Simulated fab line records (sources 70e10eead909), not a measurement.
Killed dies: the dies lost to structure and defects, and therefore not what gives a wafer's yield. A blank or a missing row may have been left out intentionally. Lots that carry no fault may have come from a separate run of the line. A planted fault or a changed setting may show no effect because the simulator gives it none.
fab line records	flow nand_harc
record: lots: 13	wafers: 39	last_day: 33
route steps=1302 shown P_M1@306 END@1302
lots with no fault: from the same line, run without faults
start_h: the number of hours between the record's first day and the start of the first shown wafer of the lot	wait_h: how many hours have passed since the lot's step before this one	" identical to the entry in the row above	L1.1+2: a single row standing in for several wafers	- either no value or no given start	* or withheld: withheld	< > ~ a bound
route shown NAME@n: names a module that has steps shown in the file, with the first one's number in the route	usual: the fault-free wafers' mean and standard deviation	same: alike in all rows	chamber/n: place in a boat	sites: readings site by site	_std_site: how widely they spread, as a standard deviation	_edge_site: the outer-site mean with the inner-site mean subtracted	radius_mm: for every site, how far away it sits from the centre of the wafer	mask NAME#n: copy n	behind: the last tool/chamber to shape the wafer	hold: what put the lot on hold/how long, in hours/how the hold closed	device: names the non-switching transistor (n, p or np)	end of line: the tests these same wafers got at the end of their route	where a step has no rows: the recipe by itself	killed: at the first sort, the dies lost to defects and structure; wafer yield is something else	map: a wafer's dies, marking killed ones x, the rest . and places with no die _
set.NAME: setting as actually run; set.NAME@STEP: the setting as run at that earlier step	model.NAME: the simulator's own value behind a step, which no gauge read
one table for each step of the route and one row for each wafer, over a sample of lots
services: when a tool's chamber went out of use (start_h, in hours from the record's first day, below 0 if earlier), for how many hours, and the reason
== steps ==
step: NHARC_P_M1_PRE_CLEAN_30
recipe: time_s: 30	temp_c: 280	gas: H2/He
usual: heater_power_w: 394/24
lot.wafer	tool	chamber	start_h	wait_h	heater_power_w
L155.3	pvd_sputter-03	-	-	-	385
L155.1	"	-	"	"	435
L155.4	"	-	"	"	415
L157.2	pvd_sputter-02	-	-	-	412
L157.4	"	-	"	"	379
L157.5	"	-	"	"	395
L162.4	pvd_sputter-02	-	-	-	405
L162.3	"	-	"	"	421
L162.5	"	-	"	"	416
L163.4	pvd_sputter-03	-	-	-	385
L163.6	"	-	"	"	408
L163.5	"	-	"	"	382
L167.1	pvd_sputter-03	-	-	-	423
L167.4	"	-	"	"	376
L167.5	"	-	"	"	394
L168.2	pvd_sputter-03	-	-	-	371
L168.3	"	-	"	"	373
L168.5	"	-	"	"	400
L170.1	pvd_sputter-03	-	-	-	371
L170.2	"	-	"	"	426
L170.6	"	-	"	"	426
L171.4	pvd_sputter-03	-	-	-	406
L171.2	"	-	"	"	375
L171.5	"	-	"	"	381
L172.1	pvd_sputter-03	-	-	-	399
L172.3	"	-	"	"	377
L172.4	"	-	"	"	430
L174.2	pvd_sputter-02	-	-	-	398
L174.4	"	-	"	"	420
L174.6	"	-	"	"	402
L176.4	pvd_sputter-01	-	-	-	380
L176.2	"	-	"	"	330
L176.6	"	-	"	"	432
L177.1	pvd_sputter-01	-	-	-	380
L177.3	"	-	"	"	432
L177.6	"	-	"	"	375
L178.4	pvd_sputter-01	-	-	-	416
L178.1	"	-	"	"	365
L178.5	"	-	"	"	329
step: NHARC_P_M1_PVD_20
recipe: target_thk_a: 50	bias_v: 168.6	power_w: 15000	chamber_pressure_pa: 0.12	time_s: 8.06	substrate_temp_c: 50	material: TaN
usual: throttle_valve_pct: 29.8/0.96
lot.wafer	tool	chamber	start_h	wait_h	throttle_valve_pct
L155.4	pvd_sputter-03	-	-	-	29.3
L155.1	"	-	"	"	28.7
L155.3	"	-	"	"	29.7
L157.4	pvd_sputter-02	-	-	-	30.6
L157.2	"	-	"	"	31.4
L157.5	"	-	"	"	30.9
L162.3	pvd_sputter-02	-	-	-	28.5
L162.4	"	-	"	"	30.6
L162.5	"	-	"	"	31.4
L163.4	pvd_sputter-03	-	-	-	28.6
L163.5	"	-	"	"	28.4
L163.6	"	-	"	"	29.8
L167.1	pvd_sputter-03	-	-	-	30.4
L167.4	"	-	"	"	30.1
L167.5	"	-	"	"	30.0
L168.2	pvd_sputter-03	-	-	-	29.6
L168.3	"	-	"	"	29.9
L168.5	"	-	"	"	29.8
L170.1	pvd_sputter-03	-	-	-	29.7
L170.2	"	-	"	"	29.5
L170.6	"	-	"	"	28.1
L171.4	pvd_sputter-03	-	-	-	30.2
L171.2	"	-	"	"	28.5
L171.5	"	-	"	"	30.1
L172.4	pvd_sputter-03	-	-	-	28.6
L172.3	"	-	"	"	30.0
L172.1	"	-	"	"	29.5
L174.4	pvd_sputter-02	-	-	-	29.5
L174.2	"	-	"	"	31.8
L174.6	"	-	"	"	30.0
L176.2	pvd_sputter-01	-	-	-	32.2
L176.4	"	-	"	"	29.4
L176.6	"	-	"	"	32.0
L177.3	pvd_sputter-01	-	-	-	29.2
L177.1	"	-	"	"	29.0
L177.6	"	-	"	"	29.4
L178.4	pvd_sputter-01	-	-	-	32.1
L178.1	"	-	"	"	28.9
L178.5	"	-	"	"	32.0
step: NHARC_P_M1_ECD_22
recipe: target_thk_a: 4000	bath_temp_c: 25	material: Cu
usual: bath_heat_duty_pct: 7.2/0.93	bath_temp_c: 25.03/0.098
lot.wafer	tool	chamber	start_h	wait_h	bath_heat_duty_pct	bath_temp_c
L155.1	ecd_cu-01	1	128.24	-	7.1	25.12
L155.4	"	0	"	"	6.6	24.96
L155.3	"	1	"	"	6.8	25.08
L157.2	ecd_cu-01	0	155.49	-	7.3	24.92
L157.4	"	1	"	"	6.5	24.93
L157.5	"	1	"	"	7.2	24.96
L162.4	ecd_cu-02	0	195.20	-	-	-
L162.3	"	1	"	"	-	-
L162.5	"	1	"	"	-	-
L163.4	ecd_cu-02	1	205.96	-	-	-
L163.5	"	1	"	"	-	-
L163.6	"	0	"	"	-	-
L167.1	ecd_cu-01	1	245.59	-	7.1	25.08
L167.4	"	1	"	"	7.3	24.91
L167.5	"	0	"	"	7.0	25.02
L168.2	ecd_cu-02	0	256.42	-	5.4	24.97
L168.3	"	1	"	"	8.8	25.08
L168.5	"	1	"	"	8.1	24.99
L170.1	ecd_cu-02	1	277.46	-	8.0	25.18
L170.2	"	0	"	"	6.6	24.95
L170.6	"	1	"	"	8.0	24.98
L171.2	ecd_cu-01	0	298.06	-	7.6	25.05
L171.4	"	0	"	"	7.4	25.11
L171.5	"	0	"	"	7.7	25.01
L172.1	ecd_cu-02	0	301.65	-	7.2	25.00
L172.4	"	0	"	"	5.7	25.15
L172.3	"	1	"	"	9.2	25.19
L174.2	ecd_cu-02	1	328.63	-	8.4	24.94
L174.4	"	0	"	"	6.5	25.03
L174.6	"	1	"	"	8.2	25.09
L176.2	ecd_cu-02	1	348.13	-	7.6	24.90
L176.4	"	1	"	"	8.5	25.15
L176.6	"	1	"	"	8.8	25.10
L177.1	ecd_cu-01	0	354.49	-	8.0	25.13
L177.3	"	0	"	"	6.9	25.14
L177.6	"	0	"	"	7.3	24.97
L178.1	ecd_cu-02	0	366.92	-	6.0	24.87
L178.4	"	1	"	"	8.7	24.98
L178.5	"	1	"	"	9.1	24.97
step: NHARC_P_M1_CMP_23
recipe: t_overpolish_s: 20	target_thk_nm: 157.82
usual: motor_current_A: 11.5/1.2	slurry_flow_ml_min: 150.1/0.45	time_to_endpoint_s: 28.6/2.5
lot.wafer	tool	chamber	start_h	wait_h	motor_current_A	slurry_flow_ml_min	time_to_endpoint_s
L155.1	cmp-04	1	128.95	-	11.0	150.7	29.8
L155.4	"	2	"	"	11.3	150.1	30.3
L155.3	"	3	"	"	9.8	150.8	29.6
L157.2	cmp-02	3	156.27	-	13.0	149.4	33.7
L157.4	"	0	"	"	10.6	150.3	29.5
L157.5	"	2	"	"	12.5	149.1	32.8
L162.3	cmp-01	3	195.83	-	10.1	150.2	2.2
L162.4	"	2	"	"	11.5	150.8	1.0
L162.5	"	3	"	"	10.2	150.4	0.1
L163.4	cmp-04	1	206.61	-	11.3	150.0	2.2
L163.5	"	0	"	"	12.5	149.6	0.9
L163.6	"	1	"	"	11.4	149.8	3.4
L167.4	cmp-02	2	246.28	-	13.5	150.3	27.9
L167.1	"	0	"	"	10.3	150.7	27.8
L167.5	"	2	"	"	13.3	150.4	26.3
L168.2	cmp-04	1	257.17	-	11.3	150.4	26.8
L168.3	"	3	"	"	10.9	150.3	27.7
L168.5	"	0	"	"	12.8	150.0	28.8
L170.2	cmp-02	1	278.21	-	10.0	150.1	28.3
L170.1	"	2	"	"	14.1	150.2	32.1
L170.6	"	1	"	"	10.4	150.0	30.1
L171.2	cmp-02	1	298.73	-	9.9	150.8	30.2
L171.4	"	2	"	"	13.1	150.6	30.8
L171.5	"	2	"	"	12.9	150.1	31.6
L172.1	cmp-04	1	302.38	-	11.2	150.8	25.3
L172.3	"	3	"	"	10.1	149.7	23.9
L172.4	"	0	"	"	12.9	150.1	22.0
L174.2	cmp-02	1	329.38	-	9.9	150.3	29.7
L174.4	"	2	"	"	13.2	150.5	31.1
L174.6	"	1	"	"	10.3	150.9	29.2
L176.2	cmp-02	3	348.85	-	13.5	150.1	25.9
L176.4	"	0	"	"	11.2	150.5	24.4
L176.6	"	3	"	"	13.7	150.1	28.2
L177.1	cmp-04	0	355.21	-	12.9	150.2	29.8
L177.3	"	2	"	"	11.4	149.9	31.6
L177.6	"	0	"	"	12.7	150.3	31.0
L178.1	cmp-01	1	367.68	-	10.1	150.3	30.3
L178.4	"	2	"	"	11.3	150.5	31.9
L178.5	"	1	"	"	10.8	150.3	31.3
step: NHARC_P_M1_THK_MEAS_24
recipe: thk_meas_gauge: xrf
usual: thk_nm: 157.7/1.4
lot.wafer	tool	chamber	start_h	wait_h	hold	thk_nm
L155.1	film_metro-02	-	129.23	-	-	158.5
L155.3	"	-	"	"	-	157.5
L155.4	"	-	"	"	-	159.1
L157.2	film_metro-02	-	156.53	-	-	159.4
L157.4	"	-	"	"	-	156.9
L157.5	"	-	"	"	-	158.3
L162.3	film_metro-01	-	196.14	-	await_dispo/0.2h/release	30.2
L162.4	"	-	"	"	await_dispo/0.2h/release	29.8
L162.5	"	-	"	"	await_dispo/0.2h/release	29.5
L162.3	film_metro-01	-	196.31	0.2	-	30.9
L162.4	"	-	"	"	-	30.6
L162.5	"	-	"	"	-	30.1
L163.4	film_metro-02	-	206.90	-	await_dispo/0.2h/release	29.7
L163.5	"	-	"	"	await_dispo/0.2h/release	33.3
L163.6	"	-	"	"	await_dispo/0.2h/release	30.8
L163.4	film_metro-02	-	207.07	0.2	-	30.9
L163.5	"	-	"	"	-	31.0
L163.6	"	-	"	"	-	32.0
L167.1	film_metro-01	-	246.57	-	-	157.5
L167.4	"	-	"	"	-	157.7
L167.5	"	-	"	"	-	155.7
L168.2	film_metro-01	-	257.46	-	-	156.7
L168.3	"	-	"	"	-	156.0
L168.5	"	-	"	"	-	157.3
L170.1	film_metro-01	-	278.49	-	-	156.2
L170.2	"	-	"	"	-	159.0
L170.6	"	-	"	"	-	156.5
L171.2	film_metro-02	-	299.05	-	-	159.2
L171.4	"	-	"	"	-	158.2
L171.5	"	-	"	"	-	159.1
L172.1	film_metro-01	-	302.69	-	-	158.1
L172.3	"	-	"	"	-	155.7
L172.4	"	-	"	"	-	157.6
L174.2	film_metro-01	-	329.67	-	-	157.2
L174.4	"	-	"	"	-	157.8
L174.6	"	-	"	"	-	157.0
L176.2	film_metro-01	-	349.16	-	-	156.8
L176.4	"	-	"	"	-	154.8
L176.6	"	-	"	"	-	156.3
L177.1	film_metro-01	-	355.52	-	-	157.6
L177.3	"	-	"	"	-	157.6
L177.6	"	-	"	"	-	157.1
L178.1	film_metro-01	-	367.96	-	-	157.4
L178.4	"	-	"	"	-	159.7
L178.5	"	-	"	"	-	159.8
step: NHARC_P_M1_DEP_33
recipe: target_thk_a: 300	temp_c: 370	target_thk_nm: 30	pressure_torr: 3	flow_sccm: 200	rf_w: 450	material: SiCN
usual: heater_power_w: 580/73	showerhead_vpp_V: 1266/39
lot.wafer	tool	chamber	start_h	wait_h	heater_power_w	showerhead_vpp_V
L155.3	pecvd-01	0	129.54	0.1	608	1244
L155.1	"	2	"	"	482	1246
L155.4	"	1	"	"	500	1257
L157.2	pecvd-03	0	156.87	0.1	642	1216
L157.4	"	2	"	"	665	1248
L157.5	"	1	"	"	522	1301
L167.1	pecvd-03	1	246.96	0.1	501	1318
L167.4	"	0	"	"	677	1234
L167.5	"	1	"	"	496	1272
L168.2	pecvd-03	2	257.82	0.1	588	1237
L168.3	"	0	"	"	607	1242
L168.5	"	2	"	"	589	1231
L170.1	pecvd-01	2	278.84	0.1	436	1243
L170.2	"	0	"	"	648	1215
L170.6	"	0	"	"	669	1227
L171.2	pecvd-01	0	299.35	0.1	622	1244
L171.4	"	0	"	"	640	1233
L171.5	"	1	"	"	554	1222
L172.1	pecvd-01	2	302.99	0.1	510	1256
L172.3	"	0	"	"	624	1236
L172.4	"	1	"	"	604	1255
L174.2	pecvd-03	0	330.08	0.1	699	1230
L174.4	"	0	"	"	701	1210
L174.6	"	0	"	"	685	1239
L176.2	pecvd-02	0	349.51	0.1	696	1245
L176.4	"	2	"	"	593	1332
L176.6	"	0	"	"	681	1251
L177.1	pecvd-02	0	355.83	0.1	675	1271
L177.3	"	2	"	"	589	1299
L177.6	"	0	"	"	674	1238
L178.1	pecvd-02	1	368.27	0.1	593	1335
L178.4	"	1	"	"	602	1291
L178.5	"	0	"	"	674	1238
step: NHARC_END_SORT_01
recipe: temp_c: 25
usual: defect_limited_yield: 91.4/2.5	killed_at_array: 54/17	killed_at_other: 1.0/1.4	killed_at_periphery: 3.6/2.1	killed_dies: 58/17	killed_open: 3.2/2	killed_short: 2.5/1.5
same: gross_dies: 677
lot.wafer	tool	chamber	start_h	wait_h	defect_limited_yield[%]	killed_at_array	killed_at_other	killed_at_periphery	killed_dies	killed_open	killed_short
L155.1	prober-02	0	553.05	2.5	89.5	68	0	3	71	2	3
L155.3	prober-02	0	554.64	3.1	90.3	63	0	3	66	2	3
L155.4	prober-02	0	555.44	3.4	88.8	67	0	9	76	5	2
L157.2	prober-01	0	587.53	2.8	91.6	54	1	2	57	4	4
L157.4	prober-01	0	589.14	3.4	91.0	57	0	4	61	6	3
L157.5	prober-01	0	589.94	3.7	90.5	59	2	3	64	5	5
L167.1	prober-01	0	686.91	2.5	95.0	27	0	7	34	5	3
L167.4	prober-01	0	689.36	3.4	95.3	23	1	8	32	3	4
L167.5	prober-01	0	690.17	3.8	95.4	24	2	5	31	8	3
L168.2	prober-02	0	696.77	2.8	91.6	56	0	1	57	1	3
L168.3	prober-02	0	697.59	3.1	90.0	68	0	0	68	1	3
L168.5	prober-02	0	699.23	3.8	90.5	63	0	1	64	4	1
L170.1	prober-01	0	710.90	2.5	87.7	77	1	5	83	4	2
L170.2	prober-01	0	711.71	2.8	91.6	51	0	6	57	5	3
L170.6	prober-01	0	714.91	4.0	90.1	61	0	6	67	2	3
L172.1	prober-02	0	722.15	2.5	88.8	68	0	8	76	0	5
L172.3	prober-02	0	723.73	3.1	90.3	64	0	2	66	1	0
L172.4	prober-02	0	724.52	3.4	88.9	72	2	1	75	3	2
L171.2	prober-01	0	723.03	2.8	93.8	32	0	10	42	3	2
L171.4	prober-01	0	724.65	3.5	91.9	48	1	6	55	2	6
L171.5	prober-01	0	725.47	3.8	94.2	33	1	5	39	2	6
L174.2	prober-01	0	773.49	2.8	90.7	57	2	4	63	2	2
L174.4	prober-01	0	775.10	3.4	90.1	57	2	8	67	3	2
L174.6	prober-01	0	776.72	4.0	90.3	63	1	2	66	3	0
L176.2	prober-02	0	780.25	2.8	94.8	32	0	3	35	6	4
L176.4	prober-02	0	781.87	3.4	95.3	24	5	3	32	5	4
L176.6	prober-02	0	783.48	4.0	95.3	28	2	2	32	3	5
L177.1	prober-01	0	799.01	2.5	89.1	73	1	0	74	3	1
L177.3	prober-01	0	800.59	3.1	89.2	70	0	3	73	3	4
L177.6	prober-01	0	802.95	3.9	90.8	57	0	5	62	7	4
L178.1	prober-02	0	799.05	2.5	88.9	72	0	3	75	3	5
L178.4	prober-02	0	801.43	3.4	85.2	97	1	2	100	5	2
L178.5	prober-02	0	802.22	3.7	86.9	85	1	3	89	0	4
killed by level:class
L155.1 A_CHANNEL_HOLE_D1:chamber_film_flake=38 A_CHANNEL_HOLE_D2:chamber_film_flake=10 A_CONTACT:chamber_film_flake=8 A_CHANNEL_FILL_D1:chamber_film_flake=3 A_STAIRCASE:chamber_film_flake=3 A_M0:geometric_particle:open=2 P_STI:geometric_particle:short=1 A_SGD_CUT:geometric_particle:short=1
L155.3 A_CHANNEL_HOLE_D2:chamber_film_flake=36 A_CHANNEL_HOLE_D1:chamber_film_flake=9 A_CONTACT:chamber_film_flake=4 A_STAIRCASE:chamber_film_flake=3 A_SLIT:chamber_film_flake=3 P_CONTACT:chamber_film_flake=2 A_CHANNEL_FILL_D1:chamber_film_flake=2 A_WL_FILL:chamber_film_flake=2
L155.4 A_CHANNEL_HOLE_D1:chamber_film_flake=39 A_CHANNEL_HOLE_D2:chamber_film_flake=13 A_STAIRCASE:chamber_film_flake=8 P_GATE:geometric_particle:open=2 P_M0:geometric_particle:open=2 A_ONON_D1:geometric_particle:short=2 P_CONTACT:chamber_film_flake=2 A_CONTACT:chamber_film_flake=2
L157.2 A_SLIT:chamber_film_flake=25 A_CHANNEL_HOLE_D1:chamber_film_flake=12 A_CHANNEL_HOLE_D2:chamber_film_flake=3 A_WL_FILL:chamber_film_flake=3 A_CHANNEL_HOLE_D2:geometric_particle:short=2 A_STAIRCASE:chamber_film_flake=2 A_CONTACT:chamber_film_flake=2 P_CONTACT:geometric_particle:open=1
L157.4 A_SLIT:chamber_film_flake=27 A_CHANNEL_HOLE_D1:chamber_film_flake=11 A_CHANNEL_HOLE_D2:chamber_film_flake=7 A_BONDPAD:chamber_film_flake=3 A_CHANNEL_FILL_D1:geometric_particle:open=2 A_ONON_D2:geometric_particle:open=2 P_GATE:chamber_film_flake=2 P_M0:geometric_particle:open=1
L157.5 A_SLIT:chamber_film_flake=30 A_CHANNEL_HOLE_D1:chamber_film_flake=9 A_CHANNEL_HOLE_D2:chamber_film_flake=7 A_M0:geometric_particle:open=2 A_WL_FILL:chamber_film_flake=2 A_CONTACT:chamber_film_flake=2 THIN_TSV:chamber_film_flake=2 P_GATE:geometric_particle:open=1
L167.1 A_SLIT:chamber_film_flake=8 A_CHANNEL_HOLE_D1:chamber_film_flake=5 P_BONDPAD:chamber_film_flake=4 A_CONTACT:chamber_film_flake=3 A_CHANNEL_HOLE_D2:geometric_particle:open=2 P_GATE:geometric_particle:short=1 A_CHANNEL_HOLE_D1:geometric_particle:open=1 A_ONON_D2:geometric_particle:open=1
L167.4 A_CHANNEL_HOLE_D1:chamber_film_flake=7 P_BONDPAD:chamber_film_flake=6 A_BLC:chamber_film_flake=5 A_WL_FILL:geometric_particle:short=2 A_CHANNEL_HOLE_D1:geometric_particle:short=1 A_CHANNEL_FILL_D1:geometric_particle:open=1 A_BLC:geometric_particle:short=1 A_M0:geometric_particle:open=1
L167.5 A_CHANNEL_HOLE_D1:chamber_film_flake=7 A_M0:geometric_particle:open=5 P_BONDPAD:chamber_film_flake=3 A_SLIT:chamber_film_flake=3 A_DECK1_JOINT:chamber_film_flake=2 P_CONTACT:geometric_particle:open=1 A_CHANNEL_FILL_D1:geometric_particle:open=1 A_ONON_D2:geometric_particle:short=1
L168.2 A_CHANNEL_HOLE_D2:chamber_film_flake=24 A_CHANNEL_HOLE_D1:chamber_film_flake=15 A_SGD_CUT:chamber_film_flake=6 A_STAIRCASE:chamber_film_flake=3 A_CHANNEL_FILL_D2:chamber_film_flake=3 P_CONTACT:geometric_particle:short=1 A_STAIRCASE:geometric_particle:short=1 A_WL_FILL:geometric_particle:short=1
L168.3 A_CHANNEL_HOLE_D2:chamber_film_flake=25 A_CHANNEL_HOLE_D1:chamber_film_flake=20 A_SGD_CUT:chamber_film_flake=7 A_CHANNEL_FILL_D2:chamber_film_flake=4 A_STAIRCASE:chamber_film_flake=2 A_SLIT:chamber_film_flake=2 A_WL_FILL:chamber_film_flake=2 A_ONON_D1:geometric_particle:short=1
L168.5 A_CHANNEL_HOLE_D2:chamber_film_flake=23 A_CHANNEL_HOLE_D1:chamber_film_flake=17 A_SGD_CUT:chamber_film_flake=9 A_CHANNEL_FILL_D2:chamber_film_flake=3 A_SLIT:chamber_film_flake=3 A_CONTACT:chamber_film_flake=3 P_CONTACT:geometric_particle:open=1 A_CHANNEL_HOLE_D1:geometric_particle:open=1
L170.1 A_CHANNEL_HOLE_D1:chamber_film_flake=32 A_CHANNEL_HOLE_D2:chamber_film_flake=25 A_STAIRCASE:chamber_film_flake=5 A_SLIT:chamber_film_flake=4 A_CONTACT:chamber_film_flake=3 P_BONDPAD:chamber_film_flake=2 A_ZERO_WELL:chamber_film_flake=2 A_WL_FILL:chamber_film_flake=2
L170.2 A_CHANNEL_HOLE_D2:chamber_film_flake=21 A_CHANNEL_HOLE_D1:chamber_film_flake=11 A_STAIRCASE:chamber_film_flake=9 A_CONTACT:chamber_film_flake=3 P_GATE:chamber_film_flake=2 P_M0:geometric_particle:open=1 P_M0:geometric_particle:short=1 A_CHANNEL_HOLE_D1:geometric_particle:open=1
L170.6 A_CHANNEL_HOLE_D1:chamber_film_flake=27 A_CHANNEL_HOLE_D2:chamber_film_flake=13 A_STAIRCASE:chamber_film_flake=10 P_GATE:chamber_film_flake=2 P_BONDPAD:chamber_film_flake=2 A_ZERO_WELL:chamber_film_flake=2 A_SLIT:chamber_film_flake=2 P_GATE:geometric_particle:open=1
L172.1 A_SLIT:chamber_film_flake=24 A_CHANNEL_HOLE_D2:chamber_film_flake=18 A_CHANNEL_HOLE_D1:chamber_film_flake=14 A_STAIRCASE:chamber_film_flake=5 P_STI:chamber_film_flake=4 A_CHANNEL_FILL_D1:chamber_film_flake=4 P_GATE:chamber_film_flake=2 P_GATE:geometric_particle:short=1
L171.2 A_CHANNEL_HOLE_D1:chamber_film_flake=13 A_SLIT:chamber_film_flake=7 P_M1:chamber_film_flake=5 A_CONTACT:chamber_film_flake=4 P_GATE:chamber_film_flake=2 A_STAIRCASE:chamber_film_flake=2 P_M0:geometric_particle:short=1 P_M1:geometric_particle:open=1
L172.3 A_CHANNEL_HOLE_D2:chamber_film_flake=23 A_SLIT:chamber_film_flake=20 A_CHANNEL_HOLE_D1:chamber_film_flake=10 A_STAIRCASE:chamber_film_flake=4 A_CONTACT:chamber_film_flake=4 A_CHANNEL_FILL_D1:chamber_film_flake=2 A_BLC:geometric_particle:open=1 P_STI:chamber_film_flake=1
L172.4 A_SLIT:chamber_film_flake=34 A_CHANNEL_HOLE_D2:chamber_film_flake=20 A_CHANNEL_HOLE_D1:chamber_film_flake=6 A_CHANNEL_FILL_D1:chamber_film_flake=3 A_STAIRCASE:chamber_film_flake=3 A_WL_FILL:geometric_particle:open=2 A_CHANNEL_FILL_D1:geometric_particle:short=1 A_CHANNEL_FILL_D2:geometric_particle:open=1
L171.4 A_CHANNEL_HOLE_D1:chamber_film_flake=32 P_M1:chamber_film_flake=4 A_WL_FILL:geometric_particle:short=3 A_BLC:chamber_film_flake=3 P_GATE:chamber_film_flake=2 A_CONTACT:chamber_film_flake=2 A_ONON_D1:geometric_particle:short=1 A_CHANNEL_HOLE_D1:geometric_particle:short=1
L171.5 A_CHANNEL_HOLE_D1:chamber_film_flake=14 A_CONTACT:chamber_film_flake=6 A_SLIT:chamber_film_flake=4 P_M1:chamber_film_flake=3 A_WL_FILL:geometric_particle:short=2 P_M0:geometric_particle:open=1 A_SOURCE_PLATE:geometric_particle:short=1 A_CHANNEL_HOLE_D1:geometric_particle:open=1
L174.2 A_SLIT:chamber_film_flake=31 A_CHANNEL_HOLE_D1:chamber_film_flake=8 A_WL_FILL:chamber_film_flake=5 A_CONTACT:chamber_film_flake=5 P_ZERO_WELL:chamber_film_flake=2 A_STAIRCASE:chamber_film_flake=2 THIN_TSV:chamber_film_flake=2 A_ONON_D1:geometric_particle:short=1
L174.4 A_SLIT:chamber_film_flake=28 A_CHANNEL_HOLE_D1:chamber_film_flake=11 A_CONTACT:chamber_film_flake=8 P_GATE:chamber_film_flake=3 A_CHANNEL_FILL_D2:chamber_film_flake=3 P_ZERO_WELL:chamber_film_flake=2 A_ZERO_WELL:chamber_film_flake=2 A_STAIRCASE:chamber_film_flake=2
L174.6 A_SLIT:chamber_film_flake=34 A_CHANNEL_HOLE_D1:chamber_film_flake=12 A_CONTACT:chamber_film_flake=7 A_STAIRCASE:chamber_film_flake=4 P_GATE:chamber_film_flake=2 A_ONON_D1:geometric_particle:open=1 A_DECK1_JOINT:geometric_particle:open=1 A_M0:geometric_particle:open=1
L176.2 A_STAIRCASE:chamber_film_flake=8 A_CONTACT:chamber_film_flake=6 A_SLIT:chamber_film_flake=4 A_CHANNEL_HOLE_D1:chamber_film_flake=2 P_CONTACT:geometric_particle:short=1 P_M0:geometric_particle:open=1 A_ONON_D1:geometric_particle:open=1 A_CHANNEL_FILL_D1:geometric_particle:open=1
L176.4 A_SLIT:chamber_film_flake=6 A_STAIRCASE:chamber_film_flake=4 THIN_TSV:chamber_film_flake=4 A_CONTACT:chamber_film_flake=3 P_M0:geometric_particle:open=1 A_SOURCE_PLATE:geometric_particle:short=1 A_CHANNEL_FILL_D1:geometric_particle:open=1 A_CHANNEL_FILL_D1:geometric_particle:short=1
L176.6 A_STAIRCASE:chamber_film_flake=4 A_SLIT:chamber_film_flake=4 A_CONTACT:chamber_film_flake=4 A_ONON_D1:geometric_particle:short=2 A_CHANNEL_HOLE_D1:unspecified=2 A_WL_FILL:chamber_film_flake=2 THIN_TSV:chamber_film_flake=2 A_ONON_D1:geometric_particle:open=1
L177.1 A_SLIT:chamber_film_flake=36 A_CHANNEL_HOLE_D1:chamber_film_flake=22 A_STAIRCASE:chamber_film_flake=5 A_CHANNEL_FILL_D1:chamber_film_flake=3 A_WL_FILL:chamber_film_flake=3 A_CHANNEL_FILL_D1:geometric_particle:open=1 A_ONON_D2:geometric_particle:open=1 A_ONON_D2:geometric_particle:short=1
L178.1 A_CHANNEL_HOLE_D2:chamber_film_flake=28 A_CHANNEL_HOLE_D1:chamber_film_flake=11 A_CONTACT:chamber_film_flake=10 A_SLIT:chamber_film_flake=8 A_STAIRCASE:chamber_film_flake=3 P_ZERO_WELL:chamber_film_flake=2 A_CHANNEL_FILL_D1:chamber_film_flake=2 P_CONTACT:geometric_particle:short=1
L177.3 A_SLIT:chamber_film_flake=32 A_CHANNEL_HOLE_D1:chamber_film_flake=22 A_CONTACT:chamber_film_flake=6 A_ONON_D2:geometric_particle:short=2 P_ZERO_WELL:chamber_film_flake=2 A_WL_FILL:chamber_film_flake=2 P_M0:geometric_particle:short=1 A_CHANNEL_FILL_D1:geometric_particle:open=1
L178.4 A_CHANNEL_HOLE_D2:chamber_film_flake=32 A_SLIT:chamber_film_flake=29 A_CHANNEL_HOLE_D1:chamber_film_flake=19 A_CONTACT:chamber_film_flake=5 A_CHANNEL_FILL_D1:chamber_film_flake=3 P_GATE:geometric_particle:short=1 P_CONTACT:geometric_particle:open=1 A_CHANNEL_FILL_D1:geometric_particle:open=1
L178.5 A_SLIT:chamber_film_flake=31 A_CHANNEL_HOLE_D1:chamber_film_flake=22 A_CHANNEL_HOLE_D2:chamber_film_flake=20 A_CONTACT:chamber_film_flake=4 P_M0:geometric_particle:short=1 A_ONON_D2:geometric_particle:short=1 A_CHANNEL_HOLE_D2:geometric_particle:short=1 A_BLC:geometric_particle:short=1
L177.6 A_SLIT:chamber_film_flake=25 A_CHANNEL_HOLE_D1:chamber_film_flake=10 A_STAIRCASE:chamber_film_flake=5 A_CONTACT:chamber_film_flake=4 A_WL_FILL:chamber_film_flake=3 P_GATE:geometric_particle:open=2 A_CHANNEL_FILL_D2:geometric_particle:open=2 P_ZERO_WELL:chamber_film_flake=2
== services ==
tool	chamber	start_h	hours	kind
cmp-04	-	111.00	4.0	pm
cmp-04	-	119.51	0.6	repair
cmp-04	-	124.55	0.5	repair
ecd_cu-01	-	132.24	0.8	repair
pvd_sputter-02	-	132.29	10.0	pm
cmp-04	-	133.65	0.3	repair
cmp-02	-	134.50	4.0	pm
ecd_cu-01	-	160.00	8.0	pm
pvd_sputter-03	-	170.00	10.0	pm
ecd_cu-01	-	199.00	1.2	repair
cmp-02	-	218.93	0.6	repair
pvd_sputter-01	-	226.87	10.0	pm
cmp-02	-	232.50	4.0	pm
pvd_sputter-01	-	239.13	5.3	repair
cmp-02	-	239.86	0.4	repair
ecd_cu-02	-	244.49	8.0	pm
cmp-02	-	257.02	1.5	repair
pvd_sputter-02	-	310.29	10.0	pm
pvd_sputter-02	-	323.59	2.7	repair
cmp-02	-	330.50	4.0	pm
pvd_sputter-02	-	343.67	7.9	repair
pvd_sputter-03	-	348.00	10.0	pm
pvd_sputter-03	-	359.43	1.9	repair
pvd_sputter-02	-	359.87	1.9	repair
== key ==
first_sign: step: NHARC_P_M1_ECD_22	reading: tool_record	direction: missing
effect: step: NHARC_P_M1_CMP_23	reading: time_to_endpoint_s	direction: down	sigmas: 11	usual: *	struck: *
effect: step: NHARC_P_M1_THK_MEAS_24	reading: visit	direction: added
effect: step: NHARC_P_M1_THK_MEAS_24	reading: thk_nm	direction: down	sigmas: 92	usual: 157.7	struck: 30.6
met_at NHARC_P_M1_ECD_22
struck_lots L162,L163
scrapped_behind NHARC_P_M1_THK_MEAS_24 L162.3,L162.4,L162.5,L163.4,L163.5,L163.6
not_acting_at NHARC_P_M1_PRE_CLEAN_30,NHARC_P_M1_PVD_20,NHARC_P_M1_DEP_33
fault: kind: skipped_step_whole	tool: ecd_cu-02	chamber: -	onset_h: 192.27	steps: NHARC_P_M1_ECD_22	scope: struck_lots_only
